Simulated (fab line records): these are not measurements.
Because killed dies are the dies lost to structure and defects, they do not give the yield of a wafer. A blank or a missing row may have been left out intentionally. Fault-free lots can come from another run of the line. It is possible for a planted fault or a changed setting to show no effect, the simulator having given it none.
Matching of chambers + flow nand-harc + NHARC_A_STAIRCASE_ETCH_271 on rie-diel-08 has 4 sister chambers
The step etches the open film in CF4/CHF3. 22 wafers are shown with their chamber, then 11 later ones without.

## WAFERS, EACH WITH ITS CHAMBER
| wafer  | chamber | showerhead-plenum-p-Torr (Torr) | drypump-motor-current-A (A) | rf-vpp-V (V) |
|--------|---------|---------------------------------|-----------------------------|--------------|
| L077.1 | 1       | 1.62                            | 5.9                         | 373.5        |
| L077.3 | 0       | 1.64                            | 5.9                         | 372.4        |
| L077.5 | 3       | 1.47                            | 6.3                         | 367.5        |
| L080.1 | 1       | 1.62                            | 5.8                         | 372.2        |
| L080.3 | 3       | 1.47                            | 6.3                         | 367.6        |
| L080.5 | 3       | 1.47                            | 6.3                         | 367.7        |
| L081.3 | 1       | 1.62                            | 5.9                         | 372.4        |
| L081.4 | 2       | 1.63                            | 5.8                         | 372.0        |
| L081.6 | 1       | 1.62                            | 5.9                         | 371.8        |
| L082.2 | 2       | 1.63                            | 5.7                         | 371.3        |
| L082.4 | 3       | 1.47                            | 6.3                         | 366.1        |
| L082.6 | 0       | 1.63                            | 5.9                         | 373.0        |
| L086.1 | 1       | 1.62                            | 5.9                         | 373.4        |
| L086.2 | 0       | 1.63                            | 5.8                         | 372.7        |
| L086.5 | 0       | 1.63                            | 5.9                         | 371.6        |
| L089.2 | 0       | 1.63                            | 5.8                         | 372.3        |
| L089.3 | 2       | 1.62                            | 5.8                         | 372.7        |
| L089.5 | 2       | 1.62                            | 5.7                         | 372.1        |
| L092.1 | 0       | 1.63                            | 5.9                         | 371.8        |
| L092.5 | 2       | 1.62                            | 5.8                         | 372.8        |
| L092.6 | 1       | 1.61                            | 5.9                         | 373.2        |
| L093.1 | 2       | 1.62                            | 5.8                         | 370.8        |

SIGNATURES (means of the wafers above)
| reading                  | chamber 0 | chamber 1 | chamber 2 | chamber 3 | scatter within a chamber |
|--------------------------|-----------|-----------|-----------|-----------|--------------------------|
| showerhead-plenum-p-Torr | 1.6317    | 1.6183    | 1.6233    | 1.4700    | 0.00408                  |
| drypump-motor-current-A  | 5.867     | 5.883     | 5.767     | 6.300     | 0.0441                   |
| rf-vpp-V                 | 372.300   | 372.750   | 371.950   | 367.225   | 0.694                    |
Rule: for each reading, subtract the chamber's mean from the wafer's reading, divide by that reading's scatter and square the result; add these up over the readings and take the root, which gives the wafer's distance from the chamber. If the next closest chamber is less than 2 further off than the closest, the wafer can't be placed; otherwise it belongs to the closest. The scatter is the square root of a quotient: the sum, over the shown wafers, of each reading's squared deviation from its chamber's mean, divided by wafers minus chambers.

## WAFERS WITH NO CHAMBER GIVEN
| wafer  | showerhead-plenum-p-Torr (Torr) | drypump-motor-current-A (A) | rf-vpp-V (V) |
|--------|---------------------------------|-----------------------------|--------------|
| L093.2 | 1.61                            | 5.9                         | 372.4        |
| L093.3 | 1.70                            | 6.3                         | 374.7        |
| L094.2 | 1.62                            | 5.7                         | 373.2        |
| L094.4 | 1.70                            | 6.3                         | 374.9        |
| L094.5 | 1.70                            | 6.3                         | 376.7        |
| L096.1 | 1.63                            | 5.8                         | 372.6        |
| L096.3 | 1.70                            | 6.3                         | 373.6        |
| L096.6 | 1.63                            | 5.9                         | 371.2        |
| L097.1 | 1.63                            | 5.9                         | 371.5        |
| L097.2 | 1.70                            | 6.3                         | 374.9        |
| L097.6 | 1.63                            | 5.8                         | 372.7        |

## WHICH CHAMBER EACH ONE RAN IN
| wafer  | from the rows above          | in truth                   |
|--------|------------------------------|----------------------------|
| L093.2 | 1                            | 1                          |
| L093.3 | 0                            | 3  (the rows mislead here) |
| L094.2 | can't be placed: 2 or 1      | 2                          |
| L094.4 | 0                            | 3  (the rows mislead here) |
| L094.5 | 0                            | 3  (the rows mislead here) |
| L096.1 | can't be placed: 0 or 2 or 1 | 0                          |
| L096.3 | 0                            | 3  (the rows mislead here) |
| L096.6 | can't be placed: 0 or 2 or 1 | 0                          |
| L097.1 | can't be placed: 0 or 1      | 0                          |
| L097.2 | 0                            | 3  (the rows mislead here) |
| L097.6 | can't be placed: 0 or 2 or 1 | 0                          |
1 of 11 placed correctly. Cannot be placed on the basis of these rows: 5; the candidates contain the true chamber in 5. Number placed wrongly: 5.
